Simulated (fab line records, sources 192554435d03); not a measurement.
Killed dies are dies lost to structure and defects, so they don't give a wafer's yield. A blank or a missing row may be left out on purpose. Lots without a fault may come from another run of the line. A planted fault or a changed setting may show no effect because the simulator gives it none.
Which tool did it? | flow n5_finfet | 10 lots, 30 wafers sampled, at 5 steps of a route of 1938

WHAT THE GAUGES READ, wafer by wafer
The record holds no reading of a measuring or inspecting step that can be judged against a usual standard deviation.

WHICH TOOL RAN EACH LOT (tool, then ch and the chambers of the sampled wafers, then the start)
lot  | N5_BEOL_M5_ETCH_72                 | N5_BEOL_M5_STRIP_19                | N5_BEOL_M5_EXPOSE_25              | N5_BEOL_M5_DESCUM_33               | N5_PASSIVATION_PROBE_49
L873 | rie_diel-03 ch 0,2,3, day 8 14:26  | rie_diel-03 ch 0,3, day 8 14:46    | euv_scanner-02 ch 0, day 8 15:46  | rie_diel-03 ch 2,3, day 8 16:29    | prober-02, day 12 13:49
L878 | rie_diel-04 ch 2,3, day 10 02:51   | rie_diel-03 ch 2,3, day 10 03:16   | euv_scanner-01 ch 0, day 10 05:29 | rie_diel-06 ch 0,1, day 10 05:59   | prober-02, day 14 14:29
L879 | rie_diel-03 ch 0,2,3, day 10 06:31 | rie_diel-06 ch 0,1,3, day 10 06:50 | euv_scanner-02 ch 0, day 10 07:35 | rie_diel-06 ch 2,3, day 10 07:49   | prober-02, day 14 14:56
L880 | rie_diel-03 ch 2,3, day 10 13:32   | rie_diel-04 ch 0,1,2, day 10 13:51 | euv_scanner-02 ch 0, day 10 15:34 | rie_diel-06 ch 1,2, day 10 15:49   | prober-02, day 15 01:52
L883 | rie_diel-04 ch 0,1, day 11 07:26   | rie_diel-06 ch 0,1,3, day 11 07:56 | euv_scanner-02 ch 0, day 11 08:31 | rie_diel-06 ch 1,2,3, day 11 08:51 | prober-01, day 15 07:37
L886 | rie_diel-03 ch 0,1, day 11 21:25   | rie_diel-03 ch 0,2,3, day 11 21:59 | euv_scanner-01 ch 0, day 11 22:14 | rie_diel-06 ch 0,2,3, day 11 22:29 | prober-01, day 15 15:47
L889 | rie_diel-03 ch 0,2, day 12 10:10   | rie_diel-03 ch 0,3, day 12 10:30   | euv_scanner-01 ch 0, day 12 10:55 | rie_diel-04 ch 0,1,3, day 12 11:19 | prober-02, day 16 17:30
L891 | rie_diel-06 ch 0,1,3, day 13 00:59 | rie_diel-04 ch 0,1,3, day 13 01:28 | euv_scanner-01 ch 0, day 13 04:01 | rie_diel-03 ch 1,2,3, day 13 04:49 | prober-02, day 17 03:55
L892 | rie_diel-03 ch 0,1,3, day 13 02:01 | rie_diel-04 ch 0,1,3, day 13 02:22 | euv_scanner-01 ch 0, day 13 03:56 | rie_diel-04 ch 0,1,3, day 13 04:27 | prober-02, day 17 09:02
L890 | rie_diel-04 ch 1,2,3, day 13 17:07 | rie_diel-04 ch 1,2,3, day 13 17:29 | euv_scanner-02 ch 0, day 13 18:47 | rie_diel-03 ch 0,3, day 13 19:08   | prober-01, day 18 01:16
- N5_BEOL_M5_ETCH_72: etches underlayer in N2/H2, target depth 6.5 nm, time 5.2 s.
- N5_BEOL_M5_STRIP_19: strips in O2.
- N5_BEOL_M5_EXPOSE_25: exposes mask V4, defocus 10 nm.
- N5_BEOL_M5_DESCUM_33: chemistry O2, time 7 s.
- N5_PASSIVATION_PROBE_49

WHAT THE TOOLS THEMSELVES READ (means of the sampled wafers that have a number; where no wafer has one, the mark that the record gives instead)
N5_BEOL_M5_ETCH_72.
lot  | tool        | drypump_motor_current_A (A) | etch_rf_on_time_s (s) | n2_flow_sccm (sccm) | oes_product_au (a.u.) | rf_vpp_V (V) | showerhead_plenum_p_Torr (Torr) | throttle_valve_pct (%)
L873 | rie_diel-03 | 5.6                         | 5.13                  | 199.8               | 0.73                  | 523.2        | 2.56                            | 17.98
L878 | rie_diel-04 | 5.4                         | 5.26                  | 199.5               | 0.68                  | 522.0        | 2.46                            | 18.05
L879 | rie_diel-03 | 5.6                         | 5.11                  | 199.9               | 0.70                  | 523.5        | 2.55                            | 18.00
L880 | rie_diel-03 | 5.7                         | 5.05                  | 199.5               | 0.76                  | 524.6        | 2.54                            | 17.81
L883 | rie_diel-04 | 5.7                         | 5.17                  | 199.6               | 0.60                  | 523.4        | 2.53                            | 18.14
L886 | rie_diel-03 | 5.2                         | 5.46                  | 200.6               | 0.63                  | 524.6        | 2.58                            | 18.01
L889 | rie_diel-03 | 5.2                         | 5.43                  | 200.3               | 0.63                  | 523.1        | 2.52                            | 17.91
L891 | rie_diel-06 | 5.7                         | 5.36                  | 200.1               | 0.66                  | 522.0        | 2.51                            | 17.86
L892 | rie_diel-03 | 5.6                         | 5.23                  | 199.5               | 0.68                  | 524.7        | 2.61                            | 18.13
L890 | rie_diel-04 | 5.4                         | 5.27                  | 200.0               | 0.69                  | 523.0        | 2.56                            | 17.99

N5_BEOL_M5_STRIP_19.
lot  | tool        | drypump_motor_current_A (A) | oes_product_au (a.u.) | rf_vpp_V (V) | showerhead_plenum_p_Torr (Torr) | throttle_valve_pct (%)
L873 | rie_diel-03 | 6.0                         | 0.84                  | 3.3          | 2.12                            | 16.79
L878 | rie_diel-03 | 5.7                         | 0.89                  | 4.0          | 2.09                            | 16.48
L879 | rie_diel-06 | 5.7                         | 0.81                  | 3.4          | 2.07                            | 16.61
L880 | rie_diel-04 | 5.6                         | 0.70                  | 3.8          | 2.05                            | 16.98
L883 | rie_diel-06 | 5.7                         | 0.80                  | 3.7          | 2.07                            | 16.63
L886 | rie_diel-03 | 5.6                         | 0.82                  | 3.7          | 2.09                            | 16.64
L889 | rie_diel-03 | 5.5                         | 0.75                  | 4.0          | 2.09                            | 16.81
L891 | rie_diel-04 | 5.4                         | 0.74                  | 4.0          | 2.07                            | 16.85
L892 | rie_diel-04 | 5.5                         | 0.74                  | 4.0          | 2.07                            | 16.86
L890 | rie_diel-04 | 5.4                         | 0.81                  | 4.1          | 2.12                            | 16.77

N5_BEOL_M5_EXPOSE_25.
lot  | tool           | exposure_dose_mJ_cm2
L873 | euv_scanner-02 | 52.80
L878 | euv_scanner-01 | 52.65
L879 | euv_scanner-02 | 52.69
L880 | euv_scanner-02 | 52.66
L883 | euv_scanner-02 | 51.62
L886 | euv_scanner-01 | 52.65
L889 | euv_scanner-01 | 52.64
L891 | euv_scanner-01 | 52.68
L892 | euv_scanner-01 | 52.66
L890 | euv_scanner-02 | 51.86

N5_BEOL_M5_DESCUM_33.
lot  | tool        | drypump_motor_current_A (A) | oes_product_au (a.u.) | rf_vpp_V (V) | showerhead_plenum_p_Torr (Torr) | throttle_valve_pct (%)
L873 | rie_diel-03 | 5.7                         | 0.94                  | 242.2        | 2.09                            | 20.24
L878 | rie_diel-06 | 5.4                         | 0.78                  | 242.4        | 2.04                            | 20.33
L879 | rie_diel-06 | 6.1                         | 0.74                  | 242.6        | 2.08                            | 20.42
L880 | rie_diel-06 | 5.9                         | 0.70                  | 243.5        | 2.06                            | 20.54
L883 | rie_diel-06 | 6.0                         | 0.75                  | 243.2        | 2.08                            | 20.47
L886 | rie_diel-06 | 5.8                         | 0.77                  | 244.0        | 2.06                            | 20.33
L889 | rie_diel-04 | 5.4                         | 0.73                  | 242.5        | 2.06                            | 20.60
L891 | rie_diel-03 | 5.7                         | 0.86                  | 244.1        | 2.14                            | 20.44
L892 | rie_diel-04 | 5.4                         | 0.73                  | 242.1        | 2.06                            | 20.60
L890 | rie_diel-03 | 6.0                         | 0.80                  | 243.1        | 2.11                            | 20.62

N5_PASSIVATION_PROBE_49.
lot  | tool      | defect_limited_yield (%) | killed_at_M0_to_M3 | killed_at_M4_up | killed_at_contacts | killed_at_front_end | killed_at_other | killed_dies | killed_open | killed_short | sort_bin_5_function (%) | sort_bin_6_memory (%) | sort_bin_8_speed (%) | sort_n_pass | sort_yield_pct (%)
L873 | prober-02 | 91.2                     | 42                 | 12              | 16                 | 33                  | 1.7             | 104         | 72          | 30           | 5.2                     | 3.3                   | 0.0                  | 1076        | 91.2
L878 | prober-02 | 93.4                     | 23                 | 16              | 6                  | 31                  | 2.3             | 78          | 55          | 23           | 4.1                     | 2.3                   | 0.0                  | 1102        | 93.4
L879 | prober-02 | 92.5                     | 23                 | 11              | 10                 | 41                  | 3.0             | 88          | 57          | 31           | 4.3                     | 3.0                   | 0.0                  | 1092        | 92.5
L880 | prober-02 | 91.2                     | 33                 | 8               | 10                 | 51                  | 1.7             | 104         | 58          | 40           | 5.3                     | 2.7                   | 0.0                  | 1076        | 91.2
L883 | prober-01 | 91.3                     | 47                 | 13              | 5                  | 35                  | 2.7             | 103         | 63          | 37           | 5.1                     | 3.2                   | 0.0                  | 1077        | 91.3
L886 | prober-01 | 91.6                     | 34                 | 12              | 10                 | 38                  | 4.3             | 99          | 62          | 35           | 4.6                     | 3.5                   | 0.0                  | 1081        | 91.6
L889 | prober-02 | 92.1                     | 37                 | 5               | 8                  | 39                  | 4.7             | 94          | 60          | 33           | 4.7                     | 2.7                   | 0.0                  | 1086        | 92.1
L891 | prober-02 | 90.3                     | 40                 | 14              | 14                 | 38                  | 8.3             | 115         | 82          | 32           | 5.8                     | 3.7                   | 0.0                  | 1065        | 90.2
L892 | prober-02 | 93.0                     | 22                 | 15              | 17                 | 26                  | 3.0             | 82          | 54          | 28           | 3.9                     | 2.9                   | 0.3                  | 1095        | 92.8
L890 | prober-01 | 90.1                     | 42                 | 13              | 13                 | 45                  | 3.7             | 117         | 73          | 41           | 5.4                     | 4.3                   | 0.0                  | 1063        | 90.1

THE ANSWER, worked out from the rows above alone
Rule: what is usual is taken from the lots themselves. Put in order of their means at a reading, lots are off if they are a third of the lots or fewer, leave a main group of 4 or more, and stand apart from it by a gap of 3 or more times the standard deviation of the main group's means; of several such gaps the widest counts. A main group whose means are all the same, to the digits that the tables above print for the reading, isn't used. A lot without any number at a reading at which 4 lots or more have one is off too. The other lots that the step has rows for count as sound. The gauges are gone through in route order, then the tools' own readings, and for those a lot's mean is taken as printed above. The first step at which some lot is off is used, and at that step the reading that is off furthest; a lot without a number counts as furthest.
Off: L883, L890, at N5_BEOL_M5_EXPOSE_25 (exposure_dose_mJ_cm2). The main group: mean 52.68, standard deviation 0.048.
A tool fits if, at that step or a process step before it, it ran every lot that is off, and no sound lot after the first of them. Can't be told from this: 2 tools fit, rie_diel-04 at N5_BEOL_M5_ETCH_72, euv_scanner-02 at N5_BEOL_M5_EXPOSE_25.

WHAT THE SIMULATOR HAD PUT IN
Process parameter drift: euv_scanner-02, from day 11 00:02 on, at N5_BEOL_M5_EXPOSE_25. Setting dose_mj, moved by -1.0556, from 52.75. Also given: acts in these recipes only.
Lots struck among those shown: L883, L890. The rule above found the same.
